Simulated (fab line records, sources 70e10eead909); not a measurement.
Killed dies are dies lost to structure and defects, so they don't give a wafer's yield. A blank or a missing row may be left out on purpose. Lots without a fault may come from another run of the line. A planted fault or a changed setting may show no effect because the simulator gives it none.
A struck lot beside a sound one | flow nand_harc | 18 steps out of a route of 1159
Sound: wafers L717.1, L717.2, L717.5. Struck: wafers L725.1, L725.2, L725.3. The cause comes at the end.
At each step with rows: each side's tool, then ch and its chambers, then its first start. Under that, the readings that differ: sound wafers | struck wafers | difference of the means | sigmas: that difference in standard deviations of wafers without a fault.
alike: readings whose means differ by less than 2 such deviations, and words and numbers that are the same on both sides. not compared: withheld readings, readings that some wafer has no value for, bounds like >300 that may hide the same value, and numbers for which the record gives no deviation and whose values overlap.
The two part at a step that has a row with sigmas, a row that says differs or no value, or rows on one side only. Numbers that don't overlap but have no deviation are shown without sigmas and don't part them. A reading that every wafer of one side lacks parts them only if that side has two wafers or more.

first, 2 steps without rows for these wafers: NHARC_P_STI_SRD_39; NHARC_P_STI_OXIDE_40 (material SiO2, target thk 10 nm, ox time 1362 s).
NHARC_P_STI_INSPECT_25:
  sound on defect_inspect-01, day 4 00:35; struck on defect_inspect-02, day 5 23:15
  reading          | sound       | struck      | difference | sigmas
  raw_defect_count | 127 173 116 | 238 237 393 | +151       | +2
then, 9 steps without rows for these wafers: NHARC_P_GATE_ETCH_69 (etches SiO2 in dHF, target depth 14 nm); NHARC_P_GATE_PRECLEAN_70 (cleans in SC1); NHARC_P_GATE_SRD_01; NHARC_P_GATE_OXIDE_02 (material SiO2, target thk 37.5 nm, ox time 365 s); NHARC_P_GATE_DEHYDRATE_03 (time 120 s); NHARC_P_GATE_HMDS_04 (time 30 s); NHARC_P_GATE_COAT_05; NHARC_P_GATE_SOFTBAKE_06 (time 95 s); NHARC_P_GATE_EBR_07.
NHARC_P_GATE_EXPOSE_08: exposes mask P HV.
  sound on krf_scanner-01 ch 0, day 4 08:21; struck on krf_scanner-01 ch 0, day 6 10:05
  reading | sound                | struck                     | difference | sigmas
  mask    | P_HV#0 P_HV#0 P_HV#0 | P_HVPW#0 P_HVPW#0 P_HVPW#0 | differs    |
  alike: exposure_dose_mJ_cm2
then, 2 steps without rows for these wafers: NHARC_P_GATE_PEB_09 (peb time 85 s); NHARC_P_GATE_DEVELOP_10 (time 70 s).
NHARC_P_GATE_CD_MEAS_11: target cd 1640 nm.
  sound on cd_sem-02 ch 0, day 4 08:31; struck on cd_sem-02 ch 0, day 6 10:14
  reading    | sound                | struck | difference                    | sigmas
  cd_nm (nm) | 1639.1 1639.0 1639.9 | - - -  | no value on the struck wafers |
then, 1 step without rows for these wafers: NHARC_P_GATE_HARDBAKE_12 (time 80 s).
-- the record jumps here: 15 days lie between the struck wafers' starts before and after (it left off in module P_GATE and takes up again in module END, whose first step shown is number 1159 of the route) --
NHARC_END_SORT_01:
  sound on prober-01 ch 0, day 19 07:43; struck on prober-02 ch 0, day 21 22:01
  reading             | sound    | struck      | difference | sigmas
  killed_at_other     | 2 3 3    | 0 0 0       | -3         | -3
  killed_at_periphery | 6 2 2    | 652 645 655 | +647       | +99 or more
  killed_dies         | 17 23 17 | 677 677 677 | +658       | +73
  alike: killed_at_array, killed_open, killed_short

WHERE THEY PART
First at NHARC_P_STI_INSPECT_25; last, within this record, at NHARC_END_SORT_01.

WHY: what the simulator had put in
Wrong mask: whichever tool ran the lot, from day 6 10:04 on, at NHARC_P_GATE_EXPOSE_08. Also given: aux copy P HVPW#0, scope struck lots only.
